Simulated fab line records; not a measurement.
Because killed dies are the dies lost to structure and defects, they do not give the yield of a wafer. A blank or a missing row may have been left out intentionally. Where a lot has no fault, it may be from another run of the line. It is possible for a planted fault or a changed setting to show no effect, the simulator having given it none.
The same fault as seen by 2 desks | flow n5_finfet | each desk has only its own numbers; what lay behind them comes last

== FROM THE METROLOGY DESK ==
What the gauges read for every lot (on any tool): the sampled wafers with a number, averaged. Marked OUT: a lot whose mean sits more than 4 standard deviations from the usual mean, which makes it out of limits; the brackets give that distance.
Columns: A = M14_RS at N5_BEOL_M14_RS_MEAS_54, usual 0.0330 ohm/sq
lot  | first seen here | A
L978 | day 11 12:05    | 0.0326
L977 | day 11 16:13    | 0.0323
L984 | day 12 22:13    | 0.0331
L985 | day 13 02:02    | 0.0319
L986 | day 13 13:41    | 0.0328
L994 | day 15 15:27    | 0.0330
L996 | day 16 08:25    | 0.0332
L997 | day 16 12:26    | 0.0327
L998 | day 16 21:30    | 0.0334
L999 | day 17 05:55    | 0.0323
This desk's verdict: no lot among the 10 shows anything out of limits.

== THE TOOL OWNER'S DESK: pvd_sputter-02 ==
The tool's own readings at N5_BEOL_M14_SPUTTER_44 (material Ta, target thk 15 nm, time 24.19 s): means of the sampled wafers that have a number, for each lot that ran on this tool. Marked OUT: a lot whose mean sits more than 4 standard deviations from the usual mean, which makes it out of limits; the brackets give that distance.
Columns: A = substrate_temp_c at N5_BEOL_M14_SPUTTER_44, usual 50.00 C; B = susceptor_temp_C at N5_BEOL_M14_SPUTTER_44, usual 49.99 C; C = throttle_valve_pct at N5_BEOL_M14_SPUTTER_44, usual 29.7 %
lot  | first seen here | A     | B     | C
L977 | day 11 15:07    | 50.01 | 50.02 | 29.3
L984 | day 12 21:06    | 50.19 | 50.05 | 30.4
L985 | day 13 00:47    | 49.98 | 49.97 | 30.4
L986 | day 13 12:25    | 50.03 | 50.12 | 29.4
L998 | day 16 19:15    | 49.97 | 49.98 | 28.9
This desk's verdict: no lot among the 5 shows anything out of limits.

== TAKEN TOGETHER ==
Metrology desk: nothing out of limits seen.
The desk of the tool owner found nothing out of limits.

== WHAT THE SIMULATOR HAD PUT IN ==
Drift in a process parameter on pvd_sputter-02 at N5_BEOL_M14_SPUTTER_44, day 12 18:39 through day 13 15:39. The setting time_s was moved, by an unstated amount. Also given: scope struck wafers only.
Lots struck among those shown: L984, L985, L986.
